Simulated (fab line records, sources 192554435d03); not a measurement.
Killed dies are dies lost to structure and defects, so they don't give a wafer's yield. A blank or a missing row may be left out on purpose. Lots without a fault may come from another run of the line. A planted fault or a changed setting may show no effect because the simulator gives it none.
Chamber matching | flow n5_finfet | N5_FIN_SAQP_FIN_ETCH_36 on rie_si-06: 4 sister chambers
The step etches the open film in HBr/Cl2/O2, target depth 120 nm, time 50.4 s. 14 wafers are shown with their chamber, then 7 later ones without.

WAFERS WITH THEIR CHAMBER
wafer  | chamber | throttle_valve_pct (%) | drypump_motor_current_A (A) | oes_product_au (a.u.)
L076.1 | 2       | 36.14                  | 5.8                         | 1.029
L076.2 | 3       | 35.88                  | 5.2                         | 0.985
L076.4 | 1       | 35.88                  | 5.6                         | 0.999
L079.3 | 2       | 36.15                  | 5.8                         | 1.016
L079.4 | 0       | 35.79                  | 5.2                         | 0.992
L079.6 | 2       | 36.16                  | 5.8                         | 1.014
L082.2 | 2       | 36.16                  | 5.8                         | 1.022
L082.4 | 3       | 35.89                  | 5.3                         | 0.979
L082.6 | 2       | 36.16                  | 5.8                         | 1.029
L084.2 | 0       | 35.80                  | 5.2                         | 0.980
L084.4 | 2       | 36.17                  | 5.8                         | 1.012
L084.5 | 0       | 35.81                  | 5.2                         | 0.986
L085.1 | 2       | 36.16                  | 5.7                         | 1.024
L085.3 | 0       | 35.79                  | 5.2                         | 1.003

SIGNATURES (means of the wafers above)
reading                 | chamber 0 | chamber 1 | chamber 2 | chamber 3 | scatter within a chamber
throttle_valve_pct      | 35.7975   | 35.8800   | 36.1571   | 35.8850   | 0.00932
drypump_motor_current_A | 5.200     | 5.600     | 5.786     | 5.250     | 0.0368
oes_product_au          | 0.99025   | 0.99900   | 1.02086   | 0.98200   | 0.00774
Rule: a wafer's distance from a chamber is the root of the sum, over the readings, of the square of ((its reading less the chamber's mean) divided by the reading's scatter). The wafer belongs to the nearest chamber; if the next one is less than 2 further off, it can't be placed. The scatter: the root of (the sum of the squares of (reading less its chamber's mean) over the shown wafers, divided by (wafers less chambers)).

WAFERS WITHOUT THEIR CHAMBER
wafer  | throttle_valve_pct (%) | drypump_motor_current_A (A) | oes_product_au (a.u.)
L085.5 | 35.80                  | 5.2                         | 0.997
L089.1 | 35.87                  | 5.2                         | 0.967
L089.5 | 35.79                  | 5.2                         | 0.998
L089.6 | 35.89                  | 5.3                         | 0.973
L096.1 | 35.90                  | 5.3                         | 0.977
L096.4 | 36.16                  | 5.7                         | 1.020
L096.5 | 35.80                  | 5.2                         | 0.991

WHICH CHAMBER EACH WENT THROUGH
wafer  | from the rows above | in truth
L085.5 | 0                   | 0
L089.1 | 3                   | 3
L089.5 | 0                   | 0
L089.6 | 3                   | 3
L096.1 | 3                   | 3
L096.4 | 2                   | 2
L096.5 | 0                   | 0
Placed correctly: 7 of 7. Can't be placed from these rows: 0. Placed wrongly: 0.
